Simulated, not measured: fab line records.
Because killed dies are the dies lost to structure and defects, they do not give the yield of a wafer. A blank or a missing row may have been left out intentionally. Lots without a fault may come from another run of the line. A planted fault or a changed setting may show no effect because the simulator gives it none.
Matching of chambers    flow n5Finfet    4 sister chambers for N5_DUMMY_GATE_STRIP_40 on rieDiel-06
The step strips in CF4. 4 wafers are shown with their chamber, then 12 later ones without.

WAFERS WITH THEIR CHAMBER
wafer   chamber  drypumpMotorCurrentA (A)
L086.2  2        5.52
L087.4  3        5.80
L087.5  1        5.89
L087.6  0        5.85

WAFERS WITHOUT THEIR CHAMBER
wafer   drypumpMotorCurrentA (A)
L090.4  5.82
L090.5  5.95
L090.6  5.84
L091.1  5.78
L091.4  5.83
L091.5  5.83
L094.1  5.94
L094.2  5.78
L094.3  5.83
L094.4  5.51
L094.5  5.82
L094.6  5.91

EACH ONE'S CHAMBER
wafer   from the rows above           in truth
L090.4  can't be placed: 3 or 0 or 1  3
L090.5  can't be placed: 1 or 0       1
L090.6  can't be placed: 0 or 3 or 1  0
L091.1  can't be placed: 3 or 0       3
L091.4  can't be placed: 0 or 3 or 1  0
L091.5  can't be placed: 0 or 3 or 1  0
L094.1  can't be placed: 1 or 0       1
L094.2  can't be placed: 3 or 0       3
L094.3  can't be placed: 0 or 3 or 1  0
L094.4  2                             2
L094.5  can't be placed: 3 or 0 or 1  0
L094.6  can't be placed: 1 or 0       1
Correctly placed: 1 of 12. These rows do not allow placing 11 (true chamber among the candidates in 11). 0 placed wrongly.
How it was worked out, from the rows above alone: a wafer's distance from a chamber is the root of the sum, over the readings, of the square of ((its reading less the chamber's mean) divided by the reading's scatter). The wafer belongs to the nearest chamber; if the next one is less than 2 further off, it can't be placed. A chamber's mean is the mean of its shown wafers. The scatter: with one shown wafer a chamber, the root of the mean of the squares of how far each hidden wafer lies from its nearest shown one.
